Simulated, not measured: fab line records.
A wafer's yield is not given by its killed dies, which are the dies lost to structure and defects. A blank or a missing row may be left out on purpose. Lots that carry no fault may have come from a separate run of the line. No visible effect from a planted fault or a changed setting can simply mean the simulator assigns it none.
Chamber matching -- flow nand-harc -- NHARC_P_M1_PRE_CLEAN_32 on pecvd-01: 3 sister chambers
The step time 12 s. 3 wafers are shown with their chamber, then 7 later ones without.

== EACH WAFER AND ITS CHAMBER ==
wafer,chamber,heater-power-w (W)
L962.4,1,672
L971.1,2,654
L971.5,0,692

== WAFERS MISSING THEIR CHAMBER ==
wafer,heater-power-w (W)
L971.6,655
L972.1,606
L972.4,700
L972.6,730
L974.2,688
L974.4,723
L974.6,729

== EACH ONE'S CHAMBER ==
wafer,from the rows above,in truth
L971.6,can't be placed: 2 or 1 or 0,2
L972.1,can't be placed: 2 or 1 or 0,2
L972.4,can't be placed: 0 or 1 or 2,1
L972.6,can't be placed: 0 or 1 or 2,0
L974.2,can't be placed: 0 or 1 or 2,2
L974.4,can't be placed: 0 or 1 or 2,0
L974.6,can't be placed: 0 or 1 or 2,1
Correct placement for 0 of the 7. From these rows, 7 cannot be placed; in 7 the true chamber is one of the candidates. Wrongly placed: 0.
How it was worked out, from the rows above alone: a wafer's distance from a chamber is the root of the sum, over the readings, of the square of ((its reading less the chamber's mean) divided by the reading's scatter). The wafer belongs to the nearest chamber; if the next one is less than 2 further off, it can't be placed. Each chamber's mean is taken over the wafers shown for it. The scatter: root of mean squared gap, hidden wafer to nearest shown wafer, with one shown wafer a chamber.
